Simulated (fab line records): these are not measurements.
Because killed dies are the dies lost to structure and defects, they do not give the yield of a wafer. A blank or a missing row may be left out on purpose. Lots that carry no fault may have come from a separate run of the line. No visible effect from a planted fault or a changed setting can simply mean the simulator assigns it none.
Which tool did it? / flow nandHarc / 24 lots with 72 wafers sampled at 3 steps, on a route of 1159 steps

WHAT EACH GAUGE READ, for each wafer
NHARC_A_SLIT_CD_MEAS_09: the cd target is 300 nm. Usual: cdNm reads 300.3 nm (standard deviation 0.65).
lot=L074; measured=day 14 10:59; on=cdSem-02; cdNm (nm)=300.8 301.4 301.2; flag=
lot=L076; measured=day 14 11:46; on=cdSem-02; cdNm (nm)=300.5 299.8 300.2; flag=
lot=L075; measured=day 14 12:41; on=cdSem-02; cdNm (nm)=300.3 300.2 301.0; flag=
lot=L078; measured=day 15 01:56; on=cdSem-03; cdNm (nm)=300.1 301.2 300.3; flag=
lot=L077; measured=day 15 01:47; on=cdSem-03; cdNm (nm)=298.6 300.1 299.6; flag=
lot=L079; measured=day 15 06:24; on=cdSem-02; cdNm (nm)=299.6 299.1 299.5; flag=
lot=L082; measured=day 16 08:46; on=cdSem-02; cdNm (nm)=299.8 300.2 300.1; flag=
lot=L080; measured=day 16 16:11; on=cdSem-01; cdNm (nm)=299.9 300.4 300.3; flag=
lot=L081; measured=day 16 21:27; on=cdSem-01; cdNm (nm)=300.4 300.3 300.3; flag=
lot=L083; measured=day 16 22:40; on=cdSem-02; cdNm (nm)=300.8 300.4 299.7; flag=
lot=L084; measured=day 16 23:10; on=cdSem-02; cdNm (nm)=300.0 300.3 300.9; flag=
lot=L086; measured=day 17 10:32; on=cdSem-03; cdNm (nm)=298.8 299.4 300.4; flag=
lot=L085; measured=day 17 11:05; on=cdSem-02; cdNm (nm)=300.3 300.1 300.8; flag=
lot=L087; measured=day 17 11:42; on=cdSem-01; cdNm (nm)=300.1 299.4 299.6; flag=
lot=L088; measured=day 17 22:10; on=cdSem-01; cdNm (nm)=300.4 298.9 300.2; flag=
lot=L089; measured=day 17 22:44; on=cdSem-01; cdNm (nm)=299.9 300.8 300.9; flag=
lot=L090; measured=day 18 06:56; on=cdSem-03; cdNm (nm)=299.6 298.9 300.7; flag=
lot=L091; measured=day 18 08:05; on=cdSem-02; cdNm (nm)=300.8 300.8 301.6; flag=
lot=L094; measured=day 19 02:19; on=cdSem-02; cdNm (nm)=299.8 299.2 300.2; flag=
lot=L095; measured=day 19 11:56; on=cdSem-03; cdNm (nm)=300.6 300.7 301.3; flag=
lot=L092; measured=day 19 12:28; on=cdSem-02; cdNm (nm)=301.4 300.7 301.1; flag=
lot=L093; measured=day 19 23:37; on=cdSem-03; cdNm (nm)=300.8 300.8 300.4; flag=
lot=L096; measured=day 20 06:54; on=cdSem-02; cdNm (nm)=301.5 300.3 301.0; flag=
lot=L097; measured=day 20 21:23; on=cdSem-03; cdNm (nm)=299.9 301.0 301.4; flag=

EACH LOT AND THE TOOL THAT RAN IT (in order: tool; ch and the chambers of the sampled wafers; start)
lot=L074; NHARC_A_SLIT_DEP_00=aclDep-03 ch 0, day 14 08:18; NHARC_A_SLIT_DEP_23=pecvd-02 ch 0,1, day 14 10:18
lot=L076; NHARC_A_SLIT_DEP_00=aclDep-01 ch 0, day 14 09:02; NHARC_A_SLIT_DEP_23=pecvd-04 ch 0,1,2, day 14 11:03
lot=L075; NHARC_A_SLIT_DEP_00=aclDep-02 ch 0, day 14 10:40; NHARC_A_SLIT_DEP_23=pecvd-01 ch 0,1,2, day 14 12:02
lot=L078; NHARC_A_SLIT_DEP_00=aclDep-03 ch 0, day 14 23:15; NHARC_A_SLIT_DEP_23=pecvd-04 ch 0,1, day 15 01:17
lot=L077; NHARC_A_SLIT_DEP_00=aclDep-02 ch 0, day 14 23:46; NHARC_A_SLIT_DEP_23=pecvd-04 ch 0,2, day 15 01:05
lot=L079; NHARC_A_SLIT_DEP_00=aclDep-03 ch 0, day 15 04:02; NHARC_A_SLIT_DEP_23=pecvd-04 ch 0,1, day 15 05:43
lot=L082; NHARC_A_SLIT_DEP_00=aclDep-01 ch 0, day 16 06:54; NHARC_A_SLIT_DEP_23=pecvd-02 ch 0,1,2, day 16 08:14
lot=L080; NHARC_A_SLIT_DEP_00=aclDep-01 ch 0, day 16 13:31; NHARC_A_SLIT_DEP_23=pecvd-04 ch 0,2, day 16 15:34
lot=L081; NHARC_A_SLIT_DEP_00=aclDep-03 ch 0, day 16 19:54; NHARC_A_SLIT_DEP_23=pecvd-02 ch 0,1,2, day 16 20:59
lot=L083; NHARC_A_SLIT_DEP_00=aclDep-02 ch 0, day 16 20:01; NHARC_A_SLIT_DEP_23=pecvd-02 ch 0,2, day 16 21:59
lot=L084; NHARC_A_SLIT_DEP_00=aclDep-01 ch 0, day 16 20:29; NHARC_A_SLIT_DEP_23=pecvd-02 ch 1,2, day 16 22:31
lot=L086; NHARC_A_SLIT_DEP_00=aclDep-02 ch 0, day 17 08:08; NHARC_A_SLIT_DEP_23=pecvd-02 ch 1,2, day 17 09:59
lot=L085; NHARC_A_SLIT_DEP_00=aclDep-01 ch 0, day 17 08:53; NHARC_A_SLIT_DEP_23=pecvd-04 ch 0,2, day 17 10:31
lot=L087; NHARC_A_SLIT_DEP_00=aclDep-03 ch 0, day 17 08:59; NHARC_A_SLIT_DEP_23=pecvd-04 ch 0,1,2, day 17 11:01
lot=L088; NHARC_A_SLIT_DEP_00=aclDep-02 ch 0, day 17 19:31; NHARC_A_SLIT_DEP_23=pecvd-04 ch 0,2, day 17 21:36
lot=L089; NHARC_A_SLIT_DEP_00=aclDep-01 ch 0, day 17 20:12; NHARC_A_SLIT_DEP_23=pecvd-02 ch 1,2, day 17 22:11
lot=L090; NHARC_A_SLIT_DEP_00=aclDep-01 ch 0, day 18 04:17; NHARC_A_SLIT_DEP_23=pecvd-02 ch 0,1,2, day 18 06:16
lot=L091; NHARC_A_SLIT_DEP_00=aclDep-02 ch 0, day 18 06:13; NHARC_A_SLIT_DEP_23=pecvd-02 ch 1,2, day 18 07:35
lot=L094; NHARC_A_SLIT_DEP_00=aclDep-03 ch 0, day 18 23:37; NHARC_A_SLIT_DEP_23=pecvd-04 ch 1,2, day 19 01:42
lot=L095; NHARC_A_SLIT_DEP_00=aclDep-01 ch 0, day 19 09:22; NHARC_A_SLIT_DEP_23=pecvd-01 ch 0,1, day 19 11:22
lot=L092; NHARC_A_SLIT_DEP_00=aclDep-02 ch 0, day 19 10:13; NHARC_A_SLIT_DEP_23=pecvd-02 ch 0,2, day 19 11:53
lot=L093; NHARC_A_SLIT_DEP_00=aclDep-02 ch 0, day 19 22:02; NHARC_A_SLIT_DEP_23=pecvd-02 ch 0,1,2, day 19 23:08
lot=L096; NHARC_A_SLIT_DEP_00=aclDep-02 ch 0, day 20 04:53; NHARC_A_SLIT_DEP_23=pecvd-01 ch 1,2, day 20 06:14
lot=L097; NHARC_A_SLIT_DEP_00=aclDep-02 ch 0, day 20 18:42; NHARC_A_SLIT_DEP_23=pecvd-02 ch 1,2, day 20 20:44
- NHARC_A_SLIT_DEP_00: deposits aC, target thk 3200 nm.
- NHARC_A_SLIT_DEP_23: deposits SiON, target thk 100 nm.

AS READ BY THE TOOLS THEMSELVES (means over the sampled wafers that have a number; for cases with no such wafer, the mark the record gives instead)
NHARC_A_SLIT_DEP_00. Usual: throttleValvePct reads 35.000 % (standard deviation 0.0083).
lot=L074; tool=aclDep-03; throttleValvePct (%)=35.006; flag=
lot=L076; tool=aclDep-01; throttleValvePct (%)=34.993; flag=
lot=L075; tool=aclDep-02; throttleValvePct (%)=34.999; flag=
lot=L078; tool=aclDep-03; throttleValvePct (%)=35.008; flag=
lot=L077; tool=aclDep-02; throttleValvePct (%)=34.994; flag=
lot=L079; tool=aclDep-03; throttleValvePct (%)=34.999; flag=
lot=L082; tool=aclDep-01; throttleValvePct (%)=34.993; flag=
lot=L080; tool=aclDep-01; throttleValvePct (%)=34.999; flag=
lot=L081; tool=aclDep-03; throttleValvePct (%)=34.999; flag=
lot=L083; tool=aclDep-02; throttleValvePct (%)=35.000; flag=
lot=L084; tool=aclDep-01; throttleValvePct (%)=35.013; flag=
lot=L086; tool=aclDep-02; throttleValvePct (%)=35.006; flag=
lot=L085; tool=aclDep-01; throttleValvePct (%)=34.999; flag=
lot=L087; tool=aclDep-03; throttleValvePct (%)=35.000; flag=
lot=L088; tool=aclDep-02; throttleValvePct (%)=35.006; flag=
lot=L089; tool=aclDep-01; throttleValvePct (%)=35.005; flag=
lot=L090; tool=aclDep-01; throttleValvePct (%)=34.993; flag=
lot=L091; tool=aclDep-02; throttleValvePct (%)=35.008; flag=
lot=L094; tool=aclDep-03; throttleValvePct (%)=35.003; flag=
lot=L095; tool=aclDep-01; throttleValvePct (%)=34.998; flag=
lot=L092; tool=aclDep-02; throttleValvePct (%)=35.001; flag=
lot=L093; tool=aclDep-02; throttleValvePct (%)=35.000; flag=
lot=L096; tool=aclDep-02; throttleValvePct (%)=34.999; flag=
lot=L097; tool=aclDep-02; throttleValvePct (%)=35.005; flag=

NHARC_A_SLIT_DEP_23. Usual: heaterPowerW reads 743 W (standard deviation 67).
lot=L074; tool=pecvd-02; heaterPowerW (W)=761; flag=
lot=L076; tool=pecvd-04; heaterPowerW (W)=742; flag=
lot=L075; tool=pecvd-01; heaterPowerW (W)=804; flag=
lot=L078; tool=pecvd-04; heaterPowerW (W)=777; flag=
lot=L077; tool=pecvd-04; heaterPowerW (W)=734; flag=
lot=L079; tool=pecvd-04; heaterPowerW (W)=703; flag=
lot=L082; tool=pecvd-02; heaterPowerW (W)=748; flag=
lot=L080; tool=pecvd-04; heaterPowerW (W)=735; flag=
lot=L081; tool=pecvd-02; heaterPowerW (W)=770; flag=
lot=L083; tool=pecvd-02; heaterPowerW (W)=781; flag=
lot=L084; tool=pecvd-02; heaterPowerW (W)=727; flag=
lot=L086; tool=pecvd-02; heaterPowerW (W)=673; flag=
lot=L085; tool=pecvd-04; heaterPowerW (W)=668; flag=
lot=L087; tool=pecvd-04; heaterPowerW (W)=702; flag=
lot=L088; tool=pecvd-04; heaterPowerW (W)=687; flag=
lot=L089; tool=pecvd-02; heaterPowerW (W)=665; flag=
lot=L090; tool=pecvd-02; heaterPowerW (W)=748; flag=
lot=L091; tool=pecvd-02; heaterPowerW (W)=738; flag=
lot=L094; tool=pecvd-04; heaterPowerW (W)=728; flag=
lot=L095; tool=pecvd-01; heaterPowerW (W)=833; flag=
lot=L092; tool=pecvd-02; heaterPowerW (W)=736; flag=
lot=L093; tool=pecvd-02; heaterPowerW (W)=729; flag=
lot=L096; tool=pecvd-01; heaterPowerW (W)=826; flag=
lot=L097; tool=pecvd-02; heaterPowerW (W)=757; flag=

THE ANSWER, worked out from the rows above alone
Rule: lot off if the mean of its wafers having a number is beyond 3 standard deviations from the usual mean. A lot without any number at a reading at which 4 lots or more have one is off too. Any other lot the step has rows for is counted as sound. The gauges are gone through in route order, then the tools' own readings, and for those a lot's mean is taken as printed above. At the first step where some lot is off, the reading lying furthest off is the one used; lots without a number count as furthest.
Across all readings shown, no lot is off: no conclusion can be drawn from this.

WHAT WAS PUT IN BY THE SIMULATOR
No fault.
